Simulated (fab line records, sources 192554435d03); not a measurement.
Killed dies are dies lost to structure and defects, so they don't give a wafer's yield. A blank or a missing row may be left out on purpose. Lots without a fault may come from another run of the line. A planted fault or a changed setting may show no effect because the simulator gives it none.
Split-lot experiment | flow n5_finfet | 7 lots, 21 wafers read, on a route of 1938 steps

THE SPLIT
At N5_BEOL_M6_DEP_56 (deposits SiCN from 3MS/NH3, target thk 10 nm, time 17.5 s), the setting time_s was moved away from the recipe's 17.5 s on 7 of the 21 wafers read, by -11.7% to +11.3%. The other wafers ran this setting at the recipe's value.

The reading is taken at the split's own step.

THE READING
SiCN_of_BEOL_M6_DEP_56.thk_nm (the simulator's own value, which no gauge read), in nm, at N5_BEOL_M6_DEP_56 (deposits SiCN from 3MS/NH3, target thk 10 nm, time 17.5 s). The file gives no usual value for it. The 14 wafers here that ran the recipe average 10.0 nm, standard deviation 0.17 nm.

wafer  | tool, chamber at the split | time_s as run, s | against the recipe | SiCN_of_BEOL_M6_DEP_56.thk_nm, nm | against lot-mates on the recipe
L079.1 | pecvd-02, 1                | 19.01            | +8.6%              | 10.8                              | +1.0
L079.6 | pecvd-02, 1                | 19.01            | +8.6%              | 10.8                              | +1.0
L079.2 | pecvd-02, 2                | 17.5             | recipe             | 9.8                               | -
L080.2 | pecvd-02, 1                | 15.54            | -11.2%             | 9                                 | -1.0
L080.3 | pecvd-02, 0,1              | 17.5             | recipe             | 10                                | -
L080.5 | pecvd-02, 0,1              | 17.5             | recipe             | 10                                | -
L082.2 | pecvd-02, 2,0              | 17.5             | recipe             | 10                                | -
L082.3 | pecvd-02, 2,0              | 17.5             | recipe             | 10                                | -
L082.5 | pecvd-02, 1                | 19.48            | +11.3%             | 11.2                              | +1.2
L085.1 | pecvd-04, 0,1              | 17.5             | recipe             | 9.8                               | -
L085.2 | pecvd-04, 0,1              | 17.5             | recipe             | 9.8                               | -
L085.5 | pecvd-04, 0                | 18.7             | +6.9%              | 10.6                              | +0.8
L093.2 | pecvd-04, 1                | 17.5             | recipe             | 10.2                              | -
L093.4 | pecvd-04, 0                | 17.5             | recipe             | 10.4                              | -
L093.5 | pecvd-04, 2                | 17.5             | recipe             | 10                                | -
L094.1 | pecvd-03, 2,0              | 17.5             | recipe             | 9.8                               | -
L094.3 | pecvd-03, 2,0              | 17.5             | recipe             | 9.8                               | -
L094.5 | pecvd-03, 1                | 17.5             | recipe             | 10                                | -
L097.2 | pecvd-02, 1                | 15.46            | -11.7%             | 9                                 | -1.0
L097.6 | pecvd-02, 1                | 15.46            | -11.7%             | 9                                 | -1.0
L097.3 | pecvd-02, 2                | 17.5             | recipe             | 10                                | -
Where a row lists several chambers, the file gives one row for several wafers and doesn't say which wafer went through which chamber.

THE FIT
A straight line over all 21 wafers: SiCN_of_BEOL_M6_DEP_56.thk_nm changes by +0.0915 nm for each +1% of time_s; r = +0.97; the points scatter about the line by 0.15 nm.
The same after taking each lot's own level away (the mean of its wafers on the recipe; 21 wafers): +0.0982 nm for each +1%; r = +0.99; scatter 0.1 nm.
On that fit, the largest move of time_s shifts the reading by 1.1 nm.
The lots' own levels span 9.80 to 10.20 nm, that is 2.4 times the standard deviation above.
So the lot-to-lot level changes the slope little: the two slopes agree.
Check: with one of the wafers moved furthest among these (-11.7%) left out of the fit, the line predicts -1.13 nm for it against its lot-mates. It came out at -1 nm against them.

OTHER SPLITS ON THESE WAFERS
These wafers also went through other splits before the reading. Each is held against what the fit with the lots' levels taken away leaves over:
other split on the same wafers | wafers away from the commonest value | r with SiCN_of_BEOL_M6_DEP_56.thk_nm (lot level and that fit taken away)
N5_BEOL_M4_COAT_67 spin_rpm    | 8                                    | -0.30
N5_BEOL_M4_COAT_22 spin_rpm    | 6                                    | -0.12
N5_BEOL_M5_ETCH_68 bias_w      | 8                                    | -0.19
N5_BEOL_M5_VIA_ETCH_34 bias_w  | 9                                    | -0.31
N5_BEOL_M5_ETCH_41 source_w    | 2                                    | +0.35

THE FILE'S OWN FIT
SiCN_of_BEOL_M6_DEP_56.thk_nm changes by +0.099 nm for each +1% of time_s, r = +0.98.
